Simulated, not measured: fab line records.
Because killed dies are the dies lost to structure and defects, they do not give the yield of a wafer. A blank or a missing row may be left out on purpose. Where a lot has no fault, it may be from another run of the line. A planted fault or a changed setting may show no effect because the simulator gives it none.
fab line records	flow nandHarc
[record] lots = 11	wafers = 33	lastDay = 35
route steps=1302 shown A_M1@1200 A_BONDPAD@1223 END@1302
lots untouched by any fault: they come from a run of this same line in which no faults occurred
startH: hours from the record's opening day to when the first of the lot's shown wafers began	waitH: time in hours since the lot's previous step	" same as the row above	L1.1+2: one row covering several wafers at once	- no value, or no start given	* or withheld: withheld	< > ~ a bound
route shown NAME@n: names a module that has steps shown in the file, with the first one's number in the route	usual: mean/standard deviation of fault-free wafers	same: alike in all rows	chamber/n: place in a boat	sites: per-site readings	_std_site: their standard deviation	_edge_site: the outer-site mean with the inner-site mean subtracted	radiusMm: how far each site lies from the wafer's centre	mask NAME#n: copy n	behind: tool/chamber where the wafer was last shaped	hold: what put the lot on hold/how long, in hours/how the hold closed	device: transistor that didn't switch, given as n, p or np	end of line: the same wafers' tests at the end of the route	a step with no rows: only its recipe	killed: count of dies lost to structure and defects at first sort (not the wafer's yield)	map: the dies of a wafer, with x for killed, . for not killed, _ for no die there
set.NAME: setting as actually run; set.NAME@STEP: the setting as run at that earlier step	model.NAME: the simulator's own value behind a step, which no gauge read
the route's steps for a sample of lots (tables are steps, rows are wafers)
services: a tool's chamber out of use, with start hour (startH, from the record's first day; less than 0 if before it), hours out, and reason
[[steps]]
[step NHARC_A_M1_PRE_CLEAN_32]
[recipe] timeS = 12	tempC = 370	rfPowerW = 300	gas = NH3
[usual] heaterPowerW = 689/95	rfFwdPowerW = 292.5/0.88
lot.wafer	tool	chamber	startH	waitH	heaterPowerW	rfFwdPowerW	sinceWetCleanH
L505.3	pecvd-01	1	534.23	0.1	642	292.8	29
L505.2	"	2	"	"	534	292.7	29
L505.6	"	1	"	"	620	292.7	-
L508.3	pecvd-01	0	554.42	0.1	800	292.9	49
L508.6	"	1	"	"	580	291.3	-
L508.4	"	2	"	"	552	294.5	-
L512.2	pecvd-02	1	604.32	0.1	681	292.8	2
L512.6	"	1	"	"	661	291.1	-
L512.5	"	2	"	"	646	291.7	-
L519.1	pecvd-02	0	670.18	0.1	808	292.1	68
L519.5	"	2	"	"	648	291.4	-
L519.4	"	0	"	"	796	293.5	-
L521.1	pecvd-01	1	689.60	0.1	587	291.8	3
L521.6	"	1	"	"	579	291.3	-
L521.5	"	2	"	"	603	291.3	-
L522.3	pecvd-01	0	702.86	0.1	809	294.4	17
L522.6	"	0	"	"	813	293.3	-
L522.4	"	2	"	"	590	293.1	-
L523.1	pecvd-01	1	712.12	0.1	694	293.6	26
L523.3	"	0	"	"	795	291.6	26
L523.6	"	0	"	"	805	292.7	-
L525.4	pecvd-04	2	718.31	0.1	798	291.8	-
L525.5	"	0	"	"	714	291.4	-
L525.6	"	1	"	"	652	292.9	-
L527.1	pecvd-04	0	743.20	0.1	685	292.6	99
L527.2	"	1	"	"	676	293.3	99
L527.3	"	2	"	"	753	292.3	99
L526.2	pecvd-04	1	770.57	0.1	643	292.6	126
L526.1	"	0	"	"	790	293.3	126
L526.5	"	2	"	"	690	293.3	-
L528.2	pecvd-01	1	783.67	0.1	601	291.4	97
L528.3	"	2	"	"	553	294.1	97
L528.5	"	2	"	"	547	293.8	-
[step NHARC_A_BONDPAD_ETCH_24]
[recipe] targetDepthA = 300	overEtchFrac = 0.3	timeS = 72.99	ionEnergyEv = 150	cf4FlowSccm = 50	n2FlowSccm = 100	arFlowSccm = 150	rfW = 300	biasW = 100	chemistry = CF4/N2
[usual] biasW = 100.01/0.25	drypumpMotorCurrentA = 5.7/0.49	oesProductAu = 0.997/0.0089	rfFwdPowerW = 297.3/1.4	rfVppV = 313.8/1.5	showerheadPlenumPTorr = 2.60/0.078	throttleValvePct = 19.796/0.0083
lot.wafer	tool	chamber	startH	waitH	biasW	drypumpMotorCurrentA	oesProductAu	rfFwdPowerW	rfHoursCounterH	rfVppV	showerheadPlenumPTorr	throttleValvePct
L505.2	rieDiel-03	3	536.71	-	99.97	5.0	0.999	299.5	3	314.9	2.68	19.787
L505.3	"	1	"	"	100.12	5.7	1.000	297.5	2	315.0	2.67	19.804
L505.6	"	3	"	"	99.76	5.0	1.002	298.5	-	314.3	2.68	19.805
L508.4	rieDiel-03	0	556.89	-	99.88	6.0	0.995	298.2	3	313.7	2.58	19.787
L508.3	"	1	"	"	100.13	5.7	0.989	298.0	3	316.1	2.67	19.791
L508.6	"	0	"	"	100.04	6.0	0.989	298.4	-	312.8	2.58	19.802
L512.2	rieDiel-03	0	606.79	-	99.80	6.0	0.828	297.8	4	314.8	2.58	19.794
L512.6	"	2	"	"	99.97	5.0	1.000	296.5	-	312.4	2.52	19.808
L512.5	"	3	"	"	99.45	4.9	0.993	296.6	-	314.9	2.68	19.787
L519.1	rieDiel-07	0	672.81	-	99.90	6.5	0.994	295.7	4	315.6	2.74	19.809
L519.4	"	3	"	"	100.03	6.1	0.999	295.4	5	311.7	2.50	19.805
L519.5	"	0	"	"	100.11	6.5	0.999	295.4	-	315.2	2.74	19.797
L521.1	rieDiel-03	0	692.65	-	99.98	6.0	0.990	298.5	2	314.3	2.58	19.785
L521.5	"	2	"	"	99.65	5.0	0.991	299.5	-	312.0	2.52	19.795
L521.6	"	3	"	"	100.32	5.0	0.996	297.3	-	315.7	2.68	19.785
L522.3	rieDiel-07	1	705.50	0.1	100.00	5.7	0.999	298.2	17	311.1	2.53	19.795
L522.6	"	1	"	"	100.22	5.7	0.991	298.4	-	312.9	2.53	19.802
L522.4	"	3	"	"	100.24	6.1	0.993	293.9	-	311.9	2.49	19.794
L523.1	rieDiel-03	2	714.61	-	100.06	5.0	0.995	299.3	2	311.8	2.52	19.812
L523.3	"	1	"	"	100.30	5.7	1.002	298.4	2	314.4	2.67	19.792
L523.6	"	2	"	"	100.26	5.0	0.994	299.2	-	313.1	2.52	19.797
L525.4	rieDiel-03	0	720.89	-	100.29	6.0	0.983	297.4	3	312.0	2.58	19.786
L525.5	"	2	"	"	99.79	5.0	0.986	298.7	-	312.9	2.52	19.788
L525.6	"	3	"	"	100.15	4.9	0.986	297.0	-	314.1	2.67	19.802
L527.1	rieDiel-07	3	745.81	-	100.23	6.2	0.995	294.5	31	312.3	2.49	19.785
L527.3	"	0	"	"	100.21	6.5	0.985	297.0	27	316.1	2.73	19.788
L527.2	"	1	"	"	100.05	5.7	0.987	298.0	30	313.2	2.53	19.790
L526.2	rieDiel-01	1	773.06	-	100.14	5.3	1.014	296.4	5	314.4	2.65	19.792
L526.1	"	2	"	"	100.26	5.9	1.012	299.3	5	314.9	2.71	19.781
L526.5	"	0	"	"	99.88	6.5	1.003	300.3	-	313.3	2.60	19.809
L528.2	rieDiel-07	0	786.18	-	100.62	6.4	0.989	297.5	31	316.0	2.72	19.797
L528.3	"	1	"	"	99.85	5.7	0.993	297.8	43	313.3	2.52	19.793
L528.5	"	2	"	"	100.46	5.9	0.990	295.9	-	312.8	2.55	19.801
[step NHARC_A_BONDPAD_PRE_CLEAN_26]
[recipe] timeS = 30	tempC = 280	gas = H2/He
[usual] heaterPowerW = 396/38
lot.wafer	tool	chamber	startH	waitH	heaterPowerW
L505.2	pvdSputter-02	-	-	-	422
L505.3	"	-	"	"	461
L505.6	"	-	"	"	333
L508.4	pvdSputter-01	-	-	-	393
L508.3	"	-	"	"	391
L508.6	"	-	"	"	392
L512.2	pvdSputter-03	-	-	-	367
L512.5	"	-	"	"	367
L512.6	"	-	"	"	359
L519.1	pvdSputter-03	-	-	-	380
L519.4	"	-	"	"	362
L519.5	"	-	"	"	383
L521.1	pvdSputter-03	-	-	-	438
L521.5	"	-	"	"	364
L521.6	"	-	"	"	359
L522.4	pvdSputter-01	-	-	-	369
L522.3	"	-	"	"	410
L522.6	"	-	"	"	432
L523.3	pvdSputter-03	-	-	-	352
L523.1	"	-	"	"	418
L523.6	"	-	"	"	359
L525.4	pvdSputter-02	-	-	-	393
L525.6	"	-	"	"	456
L525.5	"	-	"	"	441
L527.2	pvdSputter-03	-	-	-	363
L527.1	"	-	"	"	379
L527.3	"	-	"	"	349
L526.2	pvdSputter-03	-	-	-	358
L526.1	"	-	"	"	382
L526.5	"	-	"	"	350
L528.3	pvdSputter-03	-	-	-	379
L528.2	"	-	"	"	369
L528.5	"	-	"	"	379
[step NHARC_A_BONDPAD_ANNEAL_28]
[recipe] tempC = 225	timeS = 90
[usual] annealTempC = 225.02/0.16	wafer_temp_C_max = 226.4/0.32
lot.wafer	tool	chamber	startH	waitH	annealTempC	wafer_temp_C_max
L505.2	rtpAnneal-02	0	537.91	0.4	225.01	226.5
L505.3	"	0	"	"	224.86	226.6
L505.6	"	0	"	"	224.95	227.2
L508.3	rtpAnneal-01	0	558.13	0.3	224.98	226.3
L508.4	"	0	"	"	225.03	226.0
L508.6	"	0	"	"	225.22	226.1
L512.2	rtpAnneal-01	0	607.97	0.4	224.80	226.4
L512.5	"	0	"	"	225.03	226.4
L512.6	"	0	"	"	224.78	226.7
L519.1	rtpAnneal-01	0	673.94	-	225.20	226.4
L519.4	"	0	"	"	224.97	226.5
L519.5	"	0	"	"	225.05	225.8
L521.1	rtpAnneal-01	0	693.78	-	225.18	226.3
L521.5	"	0	"	"	224.96	226.3
L521.6	"	0	"	"	225.34	226.1
L522.3	rtpAnneal-02	0	706.75	-	224.82	226.3
L522.4	"	0	"	"	225.00	226.7
L522.6	"	0	"	"	225.06	226.1
L523.1	rtpAnneal-02	0	715.77	-	224.78	226.4
L523.3	"	0	"	"	224.99	225.9
L523.6	"	0	"	"	224.98	226.4
L525.4	rtpAnneal-02	0	722.17	-	225.09	226.3
L525.5	"	0	"	"	224.92	227.3
L525.6	"	0	"	"	224.96	226.1
L527.1	rtpAnneal-01	0	747.48	0.9	224.87	225.8
L527.2	"	0	"	"	224.85	226.2
L527.3	"	0	"	"	225.36	226.2
L526.1	rtpAnneal-02	0	774.22	-	225.16	226.6
L526.2	"	0	"	"	225.03	226.2
L526.5	"	0	"	"	225.21	226.7
L528.2	rtpAnneal-01	0	787.38	0.4	225.44	225.9
L528.3	"	0	"	"	225.16	226.2
L528.5	"	0	"	"	225.35	226.1
[step NHARC_END_SORT_01]
[recipe] tempC = 25
[usual] defectLimitedYield = 92.9/2.4	killedAtArray = 44/16	killedAtOther = 0.6/1.1	killedAtPeriphery = 3.9/2.6	killedDies = 48/16	killedOpen = 3.1/1.9	killedShort = 2.4/1.8	sort_bin_2_pct = 2.6/1	sort_bin_3_pct = 0.6/0.39	sort_bin_4_pct = 4.0/1.4	sortNPass = 629/16	sortRimYieldPct = 89/4.3	sortYieldPct = 92.9/2.4
[same] grossDies = 677	sort_bin_5_pct[%] = 0	sort_bin_6_pct[%] = 0	sort_bin_7_pct[%] = 0	sort_bin_8_pct[%] = 0	sortRimNGross = 106.00
lot.wafer	tool	chamber	startH	waitH	defectLimitedYield[%]	killedAtArray	killedAtOther	killedAtPeriphery	killedDies	killedOpen	killedShort	sort_bin_2_pct[%]	sort_bin_3_pct[%]	sort_bin_4_pct[%]	sortNPass	sortRimYieldPct[%]	sortYieldPct[%]
L508.3	prober-02	0	585.39	3.1	97.6	13	1	2	16	7	0	0.4	0	1.9	661	96	97.6
L508.4	prober-02	0	586.20	3.4	97.9	10	0	4	14	2	2	1.0	0	1.0	663	96	97.9
L508.6	prober-02	0	587.81	4.0	97.6	16	0	0	16	2	3	0.7	0.1	1.5	661	94	97.6
L519.1	prober-02	0	704.12	2.5	90.5	60	1	3	64	3	3	3.7	1.0	4.7	613	92	90.5
L519.4	prober-02	0	706.53	3.4	88.5	73	1	4	78	4	1	4.1	1.0	6.4	599	90	88.5
L519.5	prober-02	0	707.33	3.7	90.8	58	0	4	62	2	3	4.7	0.7	3.7	615	81	90.8
L528.2	prober-01	0	825.95	2.8	92.6	48	0	2	50	5	1	2.2	0.4	4.7	627	81	92.6
L528.3	prober-01	0	826.75	3.1	91.9	53	0	2	55	2	1	3.5	0.6	4.0	622	83	91.9
L528.5	prober-01	0	828.36	3.7	92.9	45	1	2	48	2	3	1.9	1.0	4.1	629	86	92.9
// killed by level:class
L508.3 A_DECK1_JOINT:geometricParticle:open=2 A_CHANNEL_HOLE_D1:chamberFilmFlake=2 A_CHANNEL_HOLE_D2:chamberFilmFlake=2 A_CONTACT:chamberFilmFlake=2 P_CONTACT:geometricParticle:open=1 A_SOURCE_PLATE:geometricParticle:open=1 A_CHANNEL_HOLE_D2:geometricParticle:open=1 A_CHANNEL_FILL_D2:geometricParticle:open=1
L508.4 A_CHANNEL_HOLE_D2:chamberFilmFlake=4 P_STI:geometricParticle:short=1 P_CONTACT:geometricParticle:open=1 A_CHANNEL_FILL_D2:geometricParticle:short=1 A_CONTACT:geometricParticle:open=1 P_GATE:chamberFilmFlake=1 P_M2:chamberFilmFlake=1 A_CHANNEL_HOLE_D1:chamberFilmFlake=1
L508.6 A_CHANNEL_HOLE_D2:chamberFilmFlake=5 A_CHANNEL_HOLE_D1:chamberFilmFlake=2 A_CHANNEL_FILL_D1:geometricParticle:open=1 A_CHANNEL_FILL_D1:geometricParticle:short=1 A_CHANNEL_HOLE_D2:geometricParticle:short=1 A_BLC:geometricParticle:short=1 A_M0:geometricParticle:open=1 A_CHANNEL_FILL_D1:chamberFilmFlake=1
L519.1 A_CHANNEL_HOLE_D1:chamberFilmFlake=31 A_SLIT:chamberFilmFlake=12 A_CHANNEL_HOLE_D2:chamberFilmFlake=7 A_CONTACT:chamberFilmFlake=4 P_GATE:chamberFilmFlake=2 A_CHANNEL_HOLE_D1:geometricParticle:open=1 A_CHANNEL_FILL_D1:geometricParticle:short=1 A_ONON_D2:geometricParticle:short=1
L519.4 A_CHANNEL_HOLE_D1:chamberFilmFlake=37 A_SLIT:chamberFilmFlake=20 A_CHANNEL_HOLE_D2:chamberFilmFlake=7 A_CONTACT:chamberFilmFlake=3 P_GATE:chamberFilmFlake=2 A_WL_FILL:chamberFilmFlake=2 P_CONTACT:geometricParticle:open=1 A_DECK1_JOINT:geometricParticle:short=1
L519.5 A_CHANNEL_HOLE_D1:chamberFilmFlake=23 A_SLIT:chamberFilmFlake=22 A_CHANNEL_HOLE_D2:chamberFilmFlake=5 A_CONTACT:chamberFilmFlake=4 P_GATE:chamberFilmFlake=2 P_CONTACT:geometricParticle:open=1 P_CONTACT:geometricParticle:short=1 A_CHANNEL_HOLE_D2:geometricParticle:short=1
L528.2 A_CHANNEL_HOLE_D1:chamberFilmFlake=16 A_SLIT:chamberFilmFlake=15 A_CONTACT:chamberFilmFlake=6 A_CHANNEL_HOLE_D2:chamberFilmFlake=3 A_WL_FILL:chamberFilmFlake=3 A_CHANNEL_FILL_D1:geometricParticle:open=2 P_CONTACT:geometricParticle:short=1 P_M1:geometricParticle:open=1
L528.3 A_SLIT:chamberFilmFlake=17 A_CHANNEL_HOLE_D1:chamberFilmFlake=16 A_CONTACT:chamberFilmFlake=10 A_ZERO_WELL:chamberFilmFlake=2 A_CHANNEL_HOLE_D2:chamberFilmFlake=2 A_WL_FILL:chamberFilmFlake=2 P_GATE:geometricParticle:short=1 A_CHANNEL_FILL_D1:geometricParticle:open=1
L528.5 A_SLIT:chamberFilmFlake=20 A_CHANNEL_HOLE_D1:chamberFilmFlake=10 A_CONTACT:chamberFilmFlake=6 A_CHANNEL_HOLE_D2:chamberFilmFlake=4 P_CONTACT:geometricParticle:open=1 A_ONON_D2:geometricParticle:short=1 A_CHANNEL_FILL_D2:geometricParticle:short=1 A_WL_FILL:geometricParticle:short=1
[[services]]
tool	chamber	startH	hours	kind
pecvd-01	-	522.38	0.6	repair
pvdSputter-03	-	526.06	10.0	pm
pvdSputter-02	-	544.66	4.3	repair
rieDiel-07	-	550.42	0.9	repair
rieDiel-07	0	562.55	12.0	repair
pvdSputter-01	-	582.04	10.0	pm
pecvd-02	-	589.14	13.0	pm
pecvd-01	1	620.90	18.4	repair
pecvd-04	-	631.68	13.0	pm
rieDiel-03	-	635.31	9.0	pm
pvdSputter-02	-	638.06	10.0	pm
pvdSputter-01	-	638.48	5.0	repair
rieDiel-07	-	648.23	9.0	pm
pecvd-04	-	669.56	1.6	repair
pvdSputter-01	-	672.18	4.0	repair
pecvd-01	-	673.25	13.0	pm
pvdSputter-03	-	675.07	9.9	repair
pvdSputter-03	-	704.06	10.0	pm
pvdSputter-02	-	713.26	3.9	repair
pecvd-02	1	716.19	2.3	repair
pecvd-04	-	726.26	3.6	repair
rtpAnneal-02	-	744.00	12.0	pm
rieDiel-07	0	759.73	21.2	repair
pecvd-04	-	781.51	2.8	repair
[[key]]
[firstSign] step = NHARC_A_BONDPAD_ETCH_24	reading = oesProductAu	direction = down	sigmas = 19	usual = 0.997	struck = 0.828
effect none on later readings
metAt NHARC_A_BONDPAD_ETCH_24
struckLots L512
struckWafers L512.2
notActingAt NHARC_A_M1_PRE_CLEAN_32,NHARC_A_BONDPAD_PRE_CLEAN_26,NHARC_A_BONDPAD_ANNEAL_28
onsetBetween 556.89 606.79
[fault] kind = processParameterDrift	tool = rieDiel-03	chamber = 0	onsetH = 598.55	steps = NHARC_A_BONDPAD_ETCH_24	channel = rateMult	offset = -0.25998	shape = step	endH = 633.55
